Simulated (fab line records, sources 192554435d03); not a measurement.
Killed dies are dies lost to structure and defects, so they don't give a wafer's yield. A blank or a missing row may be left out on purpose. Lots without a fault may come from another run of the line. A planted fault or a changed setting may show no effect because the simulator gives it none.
fab line records | flow n5_finfet | part 1 of 2: steps 1 to 4 of 6
record lots=21 wafers=63 last_day=17
route steps=1938 shown PMOS_HMC_CHANNEL_EPI@69 FIN_SAQP@96 DUMMY_GATE@245 SD_EPI_N@278 SD_EPI_P@316
lots that met no fault: from a run of the same line without faults
start_h: hours from the record's first day to the start of the lot's first wafer shown | wait_h: hours since the lot's step before | " the same as in the row above | L1.1+2: a row that stands for several wafers | - no value, or no start given | * or withheld: withheld | < > ~ a bound
route shown NAME@n: a module of which the file shows steps, and the number in the route of the first | usual: mean/standard deviation of fault-free wafers | same: alike in all rows | chamber/n: place in a boat | sites: the reading at each site | _std_site: their standard deviation | _edge_site: outer sites' mean less inner sites' | radius_mm: how far each site lies from the wafer's centre | mask NAME#n: copy n | behind: the tool/chamber that last shaped the wafer | hold: why the lot was held/for how many hours/how that ended | device: the transistor (n, p or np) that didn't switch | end of line: the same wafers' tests at the end of the route | a step without rows: its recipe alone | killed: dies lost to structure and defects at the first sort, not the wafer's yield | map: a wafer's dies, x killed, . not, _ none there
set.NAME: the setting as run; set.NAME@STEP: as run at that earlier step | model.NAME: the simulator's own value behind a step, which no gauge read
steps of the route over a sample of lots; a table a step, a row a wafer
services: from which hour (start_h, from the record's first day; less than 0 if before it) a tool's chamber was out of use, for how many hours, and why
## steps
# step N5_PMOS_HMC_CHANNEL_EPI_ETCH_32
# recipe chemistry=N2/H2 target=BARC stop_on=SiO2 target_depth_a=858 over_etch_frac=0.3 time_s=50.3 ion_energy_ev=200 mask_material=CAR-ArF-block pressure_mtorr=30 source_w=840 bias_w=150 n2_flow_sccm=200 h2_flow_sccm=200
# usual drypump_motor_current_A=5.5/0.44 oes_product_au=0.65/0.068 rf_vpp_V=524.6/2.8 showerhead_plenum_p_Torr=2.57/0.097 throttle_valve_pct=17.87/0.18
# columns lot.wafer tool chamber start_h wait_h drypump_motor_current_A oes_product_au rf_hours_counter_h rf_vpp_V showerhead_plenum_p_Torr throttle_valve_pct
L074.1 rie_diel-01 1 17.33 0.0 6.0 0.61 204 520.7 2.50 17.59
L074.3 " 3 " " 5.7 0.63 140 526.1 2.64 17.63
L074.6 " 0 " " 5.3 0.78 - 527.2 2.71 17.73
L075.1 rie_diel-04 0 23.43 0.0 5.4 0.59 237 524.1 2.51 18.00
L075.3 " 1 " " 5.1 0.62 204 525.2 2.63 17.89
L075.6 " 2 " " 4.7 0.59 - 520.7 2.41 18.09
L076.1 rie_diel-01 1 29.64 0.0 6.0 0.61 208 522.6 2.50 17.61
L076.4 " 3 " " 5.7 0.63 145 527.0 2.64 17.63
L076.6 " 3 " " 5.7 0.63 - 527.5 2.64 17.63
L077.2 rie_diel-02 1 35.39 0.0 5.6 0.67 109 526.4 2.64 17.72
L077.3 " 0 " " 6.5 0.61 199 527.1 2.63 17.80
L077.5 " 1 " " 5.6 0.67 - 527.5 2.64 17.72
L078.1 rie_diel-04 3 41.38 0.0 5.9 0.63 173 519.9 2.42 18.08
L078.2 " 2 " " 4.7 0.58 242 520.3 2.41 18.11
L078.5 " 3 " " 6.0 0.63 - 521.2 2.42 18.08
L079.2 rie_diel-01 1 48.06 0.0 6.0 0.61 215 524.6 2.49 17.62
L079.4 " 0 " " 5.4 0.76 34 528.2 2.70 17.75
L079.6 " 3 " " 5.7 0.63 - 528.4 2.64 17.65
L080.1 rie_diel-02 2 54.72 0.0 5.1 0.64 170 523.9 2.55 17.80
L080.4 " 0 " " 6.6 0.61 - 525.5 2.63 17.84
L080.5 " 2 " " 5.1 0.64 - 523.9 2.55 17.79
L081.3 rie_diel-04 2 61.02 0.0 4.7 0.58 243 518.2 2.41 18.09
L081.5 " 0 " " 5.4 0.59 - 522.9 2.50 18.02
L081.6 " 1 " " 5.1 0.61 - 526.2 2.63 17.91
L083.2 rie_diel-01 0 71.84 0.0 5.3 0.74 42 528.4 2.70 17.76
L083.3 " 3 " " 5.7 0.61 161 527.1 2.63 17.65
L083.4 " 2 " " 5.4 0.64 142 525.0 2.57 18.11
L084.1 rie_diel-01 3 77.78 0.0 5.7 0.61 164 525.8 2.63 17.66
L084.2 " 1 " " 6.0 0.60 227 523.2 2.49 17.64
L084.3 " 2 " " 5.4 0.64 144 524.2 2.57 18.12
L085.1 rie_diel-04 3 84.32 0.0 6.0 0.63 180 520.4 2.42 18.08
L085.2 " 1 " " 5.1 0.61 216 525.2 2.63 17.92
L085.3 " 0 " " 5.4 0.59 248 523.0 2.50 18.02
L086.1 rie_diel-01 2 90.22 0.0 5.5 0.63 148 524.1 2.56 18.14
L086.2 " 1 " " 6.0 0.60 230 522.3 2.49 17.66
L086.4 " 3 " " 5.7 0.61 168 526.7 2.63 17.67
L087.1 rie_diel-01 0 95.76 0.0 5.3 0.74 51 528.3 2.70 17.77
L087.5 " 0 " " 5.3 0.74 - 527.1 2.70 17.77
L087.6 " 3 " " 5.7 0.62 - 525.0 2.63 17.66
L088.2 rie_diel-02 3 102.32 0.0 5.0 0.78 17 520.8 2.50 17.92
L088.3 " 2 " " 5.1 0.62 180 523.3 2.55 17.82
L088.5 " 3 " " 5.0 0.78 - 522.6 2.50 17.93
L091.1 rie_diel-04 3 119.99 0.0 5.9 0.62 194 518.7 2.41 18.14
L091.2 " 1 " " 5.1 0.60 230 526.4 2.62 17.93
L091.6 " 2 " " 4.8 0.82 - 528.1 2.73 17.68
L092.1 rie_diel-04 2 125.47 0.0 4.7 0.81 4 530.2 2.73 17.70
L092.2 " 3 " " 5.9 0.61 196 520.3 2.41 18.12
L092.4 " 2 " " 4.7 0.81 - 527.8 2.73 17.70
L093.2 rie_diel-02 1 131.34 0.0 5.6 0.65 141 525.8 2.63 17.78
L093.5 " 3 " " 5.0 0.76 - 521.7 2.49 17.95
L093.6 " 2 " " 5.1 0.62 - 523.2 2.54 17.81
L094.3 rie_diel-04 0 137.87 0.0 5.4 0.85 2 523.4 2.50 17.58
L094.4 " 3 " " 6.0 0.61 200 519.9 2.41 18.13
L094.5 " 1 " " 5.1 0.60 - 525.5 2.62 17.95
L095.1 rie_diel-01 1 143.89 0.0 6.0 0.59 247 520.4 2.48 17.67
L095.2 " 0 " " 5.3 0.72 64 527.3 2.69 17.81
L095.6 " 0 " " 5.3 0.72 - 528.8 2.69 17.79
L096.1 rie_diel-01 0 149.81 0.0 5.4 0.71 67 528.6 2.69 17.82
L096.2 " 1 " " 6.0 0.59 249 522.7 2.48 17.67
L096.5 " 2 " " 5.4 0.63 - 525.1 2.56 18.15
L097.1 rie_diel-04 3 155.76 0.0 5.9 0.61 205 520.7 2.41 18.14
L097.2 " 1 " " 5.1 0.60 241 525.4 2.62 17.96
L097.5 " 3 " " 5.9 0.61 - 520.0 2.41 18.13
# step N5_FIN_SAQP_HM_DEP_03
# recipe material=SiNx target_thk_a=380 temp_c=400 precursor=SiH4/NH3/N2 pressure_torr=1.5 rf_w=300 time_s=33.6
# usual heater_power_w=772/79 showerhead_plenum_p_Torr=5.15/0.047 throttle_valve_pct=40.2/1.8
# columns lot.wafer tool chamber start_h wait_h heater_power_w showerhead_plenum_p_Torr throttle_valve_pct
L074.1 pecvd-04 1 21.27 0.2 823 5.11 43.8
L074.3 " 0 " " 790 5.08 38.6
L074.6 " 0 " " 781 5.07 38.8
L075.1 pecvd-04 1 26.78 0.2 821 5.12 43.7
L075.3 " 1 " " 851 5.10 43.4
L075.6 " 0 " " 737 5.07 38.9
L076.1 pecvd-02 1 33.74 0.2 747 5.13 40.6
L076.4 " 1 " " 745 5.14 40.6
L076.6 " 2 " " 724 5.17 38.3
L077.2 pecvd-01 1 39.14 0.2 771 5.19 40.2
L077.3 " 0 " " 672 5.09 37.9
L077.5 " 1 " " 770 5.19 40.2
L078.1 pecvd-01 1 45.12 0.2 906 5.19 40.3
L078.2 " 0 " " 604 5.09 37.9
L078.5 " 1 " " 925 5.21 39.9
L079.2 pecvd-01 2 52.13 0.2 770 5.21 40.9
L079.4 " 1 " " 957 5.19 40.3
L079.6 " 0 " " 720 5.10 38.0
L080.1 pecvd-01 2 58.46 0.2 811 5.20 40.8
L080.4 " 1 " " 928 5.19 40.3
L080.5 " 0 " " 661 5.07 37.8
L081.3 pecvd-02 2 64.99 0.1 661 5.17 38.4
L081.5 " 0 " " 844 5.15 43.0
L081.6 " 2 " " 667 5.17 38.4
L083.2 pecvd-01 1 75.77 0.2 950 5.19 40.1
L083.3 " 0 " " 726 5.08 37.9
L083.4 " 0 " " 725 5.08 38.1
L084.1 pecvd-02 0 81.77 0.3 784 5.15 42.6
L084.2 " 2 " " 736 5.17 38.5
L084.3 " 1 " " 747 5.13 40.5
L085.1 pecvd-04 0 88.83 0.2 787 5.08 39.2
L085.2 " 2 " " 808 5.26 35.1
L085.3 " 1 " " 715 5.12 43.6
L086.1 pecvd-01 1 95.32 0.2 895 5.20 40.1
L086.2 " 2 " " 729 5.20 40.7
L086.4 " 1 " " 884 5.20 40.2
L087.1 pecvd-01 2 100.01 0.2 804 5.22 40.7
L087.5 " 0 " " 690 5.08 38.2
L087.6 " 1 " " 839 5.19 40.2
L088.2 pecvd-02 2 106.37 0.2 764 5.19 38.5
L088.3 " 0 " " 897 5.14 42.7
L088.5 " 0 " " 883 5.15 43.2
L091.1 pecvd-02 1 123.80 0.2 808 5.14 40.6
L091.2 " 0 " " 899 5.16 43.1
L091.6 " 2 " " 718 5.17 38.7
L092.1 pecvd-01 2 129.29 0.2 785 5.22 40.9
L092.2 " 0 " " 657 5.08 38.2
L092.4 " 1 " " 920 5.19 40.3
L093.2 pecvd-01 1 135.21 0.2 842 5.20 40.4
L093.5 " 1 " " 859 5.20 40.2
L093.6 " 0 " " 672 5.09 38.2
L094.3 pecvd-02 1 141.73 0.1 781 5.14 40.7
L094.4 " 2 " " 631 5.17 38.5
L094.5 " 1 " " 788 5.13 40.8
L095.1 pecvd-02 1 147.25 0.2 682 5.13 40.6
L095.2 " 2 " " 741 5.18 38.5
L095.6 " 0 " " 849 5.15 43.0
L096.1 pecvd-01 2 153.56 0.2 697 5.20 40.6
L096.2 " 1 " " 860 5.19 40.3
L096.5 " 1 " " 861 5.21 40.4
L097.1 pecvd-02 2 159.31 0.2 660 5.17 38.8
L097.2 " 0 " " 830 5.15 42.6
L097.5 " 1 " " 832 5.13 40.5
# step N5_FIN_SAQP_HM_OPEN_73
# recipe chemistry=CHF3/O2 target=SiO2 stop_on=a-Si target_depth_a=120 over_etch_frac=1.8 mask_material=SOC time_s=16.8 pressure_mtorr=30 source_w=650 bias_w=170 Ar_flow_sccm=200 CHF3_flow_sccm=50 O2_flow_sccm=5 ion_energy_ev=200 ends=end_point
# usual drypump_motor_current_A=5.6/0.42 oes_product_au=0.46/0.04 rf_vpp_V=525/11 showerhead_plenum_p_Torr=2.39/0.069 throttle_valve_pct=18.80/0.2
# columns lot.wafer tool chamber start_h wait_h drypump_motor_current_A oes_product_au rf_hours_counter_h rf_vpp_V showerhead_plenum_p_Torr throttle_valve_pct
L074.1 rie_diel-05 0 22.42 0.0 5.7 0.46 138 508 2.41 18.83
L074.3 " 3 " " 5.2 0.42 207 534 2.39 19.16
L074.6 " 1 " " 5.2 0.46 - 524 2.41 18.81
L075.1 rie_diel-06 2 27.91 0.0 5.6 0.43 205 508 2.28 18.78
L075.3 " 3 " " 6.4 0.46 146 524 2.32 18.70
L075.6 " 1 " " 5.4 0.49 - 521 2.42 18.41
L076.1 rie_diel-05 3 34.95 0.0 5.2 0.42 212 531 2.39 19.18
L076.4 " 2 " " 5.6 0.46 135 540 2.53 18.48
L076.6 " 1 " " 5.2 0.46 - 523 2.41 18.82
L077.2 rie_diel-06 1 40.31 0.0 5.4 0.49 84 521 2.42 18.45
L077.3 " 0 " " 5.1 0.45 181 540 2.49 18.92
L077.5 " 0 " " 5.0 0.45 - 540 2.49 18.95
L078.1 rie_diel-06 3 46.47 0.0 6.4 0.45 154 524 2.32 18.73
L078.2 " 0 " " 5.0 0.45 184 538 2.49 18.92
L078.5 " 3 " " 6.4 0.45 - 524 2.32 18.73
L079.2 rie_diel-03 0 53.38 0.0 6.1 0.52 54 521 2.36 18.78
L079.4 " 2 " " 6.1 0.47 121 522 2.32 18.76
L079.6 " 3 " " 5.6 0.41 - 530 2.38 19.04
L080.1 rie_diel-06 3 59.53 0.0 6.5 0.45 158 523 2.32 18.72
L080.4 " 1 " " 5.4 0.49 92 521 2.42 18.44
L080.5 " 2 " " 5.6 0.42 - 508 2.28 18.81
L081.3 rie_diel-06 3 66.06 0.0 6.4 0.44 160 524 2.32 18.73
L081.5 " 3 " " 6.5 0.44 - 524 2.32 18.74
L081.6 " 0 " " 5.0 0.44 - 539 2.49 18.95
L083.2 rie_diel-03 0 76.85 0.0 6.1 0.51 63 522 2.35 18.81
L083.3 " 1 " " 5.2 0.41 235 542 2.47 19.13
L083.4 " 2 " " 6.2 0.47 130 524 2.32 18.78
L084.1 rie_diel-03 0 82.85 0.0 6.1 0.51 66 523 2.35 18.82
L084.2 " 2 " " 6.2 0.45 132 523 2.32 18.78
L084.3 " 3 " " 5.6 0.58 2 528 2.37 18.67
L085.1 rie_diel-03 1 89.91 0.0 5.3 0.41 240 541 2.46 19.14
L085.2 " 2 " " 6.2 0.46 135 524 2.32 18.79
L085.3 " 0 " " 6.1 0.50 68 523 2.35 18.81
L086.1 rie_diel-05 0 96.39 0.0 5.7 0.44 165 505 2.40 18.88
L086.2 " 1 " " 5.3 0.45 156 523 2.41 18.81
L086.4 " 2 " " 5.7 0.46 160 539 2.52 18.52
L087.1 rie_diel-05 3 101.17 0.0 5.2 0.41 240 535 2.38 19.24
L087.5 " 0 " " 5.7 0.44 - 509 2.40 18.87
L087.6 " 3 " " 5.2 0.41 - 534 2.38 19.24
L088.2 rie_diel-05 2 107.44 0.0 5.6 0.46 164 540 2.52 18.52
L088.3 " 1 " " 5.2 0.45 160 524 2.40 18.82
L088.5 " 1 " " 5.2 0.45 - 523 2.40 18.81
L091.1 rie_diel-06 2 124.75 0.0 5.6 0.42 237 507 2.27 18.82
L091.2 " 3 " " 6.4 0.44 175 524 2.31 18.74
L091.6 " 2 " " 5.6 0.41 - 508 2.27 18.81
L092.1 rie_diel-05 1 130.37 0.0 5.2 0.45 169 523 2.40 18.84
L092.2 " 2 " " 5.6 0.45 173 541 2.51 18.53
L092.4 " 1 " " 5.2 0.45 - 523 2.40 18.82
L093.2 rie_diel-06 1 136.28 0.0 5.4 0.47 120 520 2.41 18.49
L093.5 " 1 " " 5.4 0.48 - 521 2.41 18.49
L093.6 " 2 " " 5.6 0.42 - 508 2.27 18.84
L094.3 rie_diel-05 3 143.09 0.0 5.2 0.58 1 534 2.38 18.89
L094.4 " 2 " " 5.7 0.44 177 540 2.51 18.54
L094.5 " 0 " " 5.7 0.44 - 509 2.40 18.90
L095.1 rie_diel-03 0 148.61 0.0 6.1 0.48 92 521 2.34 18.83
L095.2 " 3 " " 5.6 0.53 29 528 2.36 18.72
L095.6 " 2 " " 6.2 0.45 - 522 2.31 18.84
L096.1 rie_diel-05 3 154.63 0.0 5.2 0.56 5 533 2.37 18.88
L096.2 " 0 " " 5.7 0.43 185 507 2.39 18.89
L096.5 " 2 " " 5.7 0.45 - 541 2.51 18.56
L097.1 rie_diel-06 0 160.39 0.0 5.0 0.42 227 537 2.48 19.02
L097.2 " 1 " " 5.4 0.47 129 523 2.41 18.52
L097.5 " 3 " " 6.4 0.44 - 522 2.30 18.78
# step N5_DUMMY_GATE_HM_OPEN_21
# recipe chemistry=CH3F/O2 target=SiNx target_depth_a=1200 Ar_flow_sccm=150 CH3F_flow_sccm=30 O2_flow_sccm=23 time_s=171.4 pressure_mtorr=30 source_w=395 bias_w=73 ion_energy_ev=120.7
# usual drypump_motor_current_A=5.6/0.49 oes_product_au=0.77/0.095 rf_vpp_V=296/5.2 showerhead_plenum_p_Torr=2.05/0.068 throttle_valve_pct=16.45/0.15
# columns lot.wafer tool chamber start_h wait_h drypump_motor_current_A oes_product_au rf_hours_counter_h rf_vpp_V showerhead_plenum_p_Torr throttle_valve_pct
L074.1 rie_diel-02 0 46.42 0.0 6.5 0.72 202 289 2.08 16.29
L074.3 " 2 " " 5.1 0.74 165 305 2.03 16.33
L074.6 " 0 " " 6.5 0.72 - 288 2.08 16.28
L075.1 rie_diel-01 0 57.43 0.0 5.3 0.91 37 302 2.14 16.34
L075.3 " 1 " " 6.0 0.71 220 303 2.00 16.39
L075.6 " 0 " " 5.3 0.91 - 300 2.14 16.33
L076.1 rie_diel-02 0 59.03 0.0 6.5 0.71 209 289 2.08 16.30
L076.4 " 1 " " 5.6 0.78 - 296 2.12 16.57
L076.6 " 0 " " 6.5 0.71 - 288 2.08 16.31
L077.2 rie_diel-02 0 66.26 0.0 6.5 0.71 213 288 2.08 16.31
L077.3 " 3 " " 5.0 0.96 6 296 1.99 16.38
L077.5 " 1 " " 5.6 0.78 - 296 2.12 16.59
L078.1 rie_diel-02 2 73.07 0.0 5.1 0.73 173 305 2.02 16.36
L078.2 " 0 " " 6.5 0.70 216 287 2.08 16.31
L078.5 " 2 " " 5.1 0.73 - 305 2.02 16.35
L079.2 rie_diel-02 0 78.47 0.0 6.5 0.70 217 288 2.08 16.31
L079.4 " 2 " " 5.1 0.72 174 305 2.02 16.36
L079.6 " 1 " " 5.6 0.77 - 296 2.12 16.59
L080.1 rie_diel-01 2 83.25 0.0 5.4 0.74 146 294 2.03 16.59
L080.4 " 1 " " 6.0 0.70 228 303 2.00 16.39
L080.5 " 0 " " 5.4 0.89 - 302 2.14 16.35
L081.3 rie_diel-01 3 91.77 0.0 5.7 0.71 169 290 2.10 16.42
L081.5 " 2 " " 5.4 0.74 - 294 2.02 16.59
L081.6 " 1 " " 6.0 0.70 - 304 1.99 16.41
L083.2 rie_diel-04 3 101.18 0.0 5.9 0.72 186 300 1.91 16.72
L083.3 " 0 " " 5.4 0.67 254 300 1.99 16.65
L083.4 " 3 " " 5.9 0.71 - 299 1.91 16.71
L084.1 rie_diel-01 0 110.54 0.0 5.3 0.88 55 302 2.14 16.37
L084.2 " 1 " " 6.0 0.68 236 304 1.99 16.43
L084.3 " 3 " " 5.7 0.72 174 290 2.09 16.41
L085.1 rie_diel-02 2 115.48 0.0 5.1 0.72 184 305 2.02 16.38
L085.2 " 1 " " 5.6 0.76 136 297 2.12 16.60
L085.3 " 3 " " 4.9 0.90 21 295 1.98 16.42
L086.1 rie_diel-01 3 121.04 0.0 5.7 0.72 177 290 2.09 16.44
L086.2 " 2 " " 5.4 0.73 158 294 2.02 16.60
L086.4 " 1 " " 6.0 0.69 239 304 1.99 16.44
L087.1 rie_diel-02 3 127.26 0.0 5.0 0.89 24 294 1.98 16.43
L087.5 " 0 " " 6.5 0.68 - 288 2.07 16.36
L087.6 " 3 " " 4.9 0.89 - 294 1.98 16.42
L088.2 rie_diel-04 3 131.52 0.0 6.0 0.71 198 300 1.91 16.74
L088.3 " 2 " " 4.7 0.96 6 299 2.17 16.27
L088.5 " 3 " " 5.9 0.71 - 297 1.91 16.75
L091.1 rie_diel-02 3 148.06 0.0 4.9 0.88 31 295 1.98 16.45
L091.2 " 0 " " 6.5 0.68 239 289 2.07 16.35
L091.6 " 0 " " 6.5 0.69 - 288 2.07 16.36
L092.1 rie_diel-01 0 158.10 0.0 5.3 0.86 69 300 2.13 16.39
L092.2 " 2 " " 5.4 0.72 171 293 2.02 16.63
L092.4 " 3 " " 5.7 0.71 - 290 2.09 16.45
L093.2 rie_diel-01 2 160.54 0.0 5.4 0.71 172 294 2.02 16.64
L093.5 " 0 " " 5.3 0.85 - 301 2.13 16.39
L093.6 " 3 " " 5.7 0.71 - 290 2.09 16.45
L094.3 rie_diel-04 0 169.68 0.0 5.4 0.94 12 298 1.98 16.17
L094.4 " 1 " " 5.1 0.68 247 298 2.07 16.50
L094.5 " 1 " " 5.1 0.68 - 299 2.07 16.49
L095.1 rie_diel-04 0 173.70 0.0 5.4 0.95 13 299 1.98 16.18
L095.2 " 1 " " 5.1 0.68 248 298 2.07 16.49
L095.6 " 0 " " 5.4 0.94 - 300 1.98 16.18
L096.1 rie_diel-04 2 180.61 0.0 4.7 0.90 23 299 2.16 16.31
L096.2 " 0 " " 5.4 0.93 15 300 1.98 16.19
L096.5 " 2 " " 4.7 0.92 - 298 2.16 16.29
L097.1 rie_diel-01 1 184.39 0.0 5.9 1.01 4 303 1.99 15.93
L097.2 " 0 " " 5.4 0.85 79 300 2.13 16.40
L097.5 " 3 " " 5.7 0.70 - 289 2.09 16.47
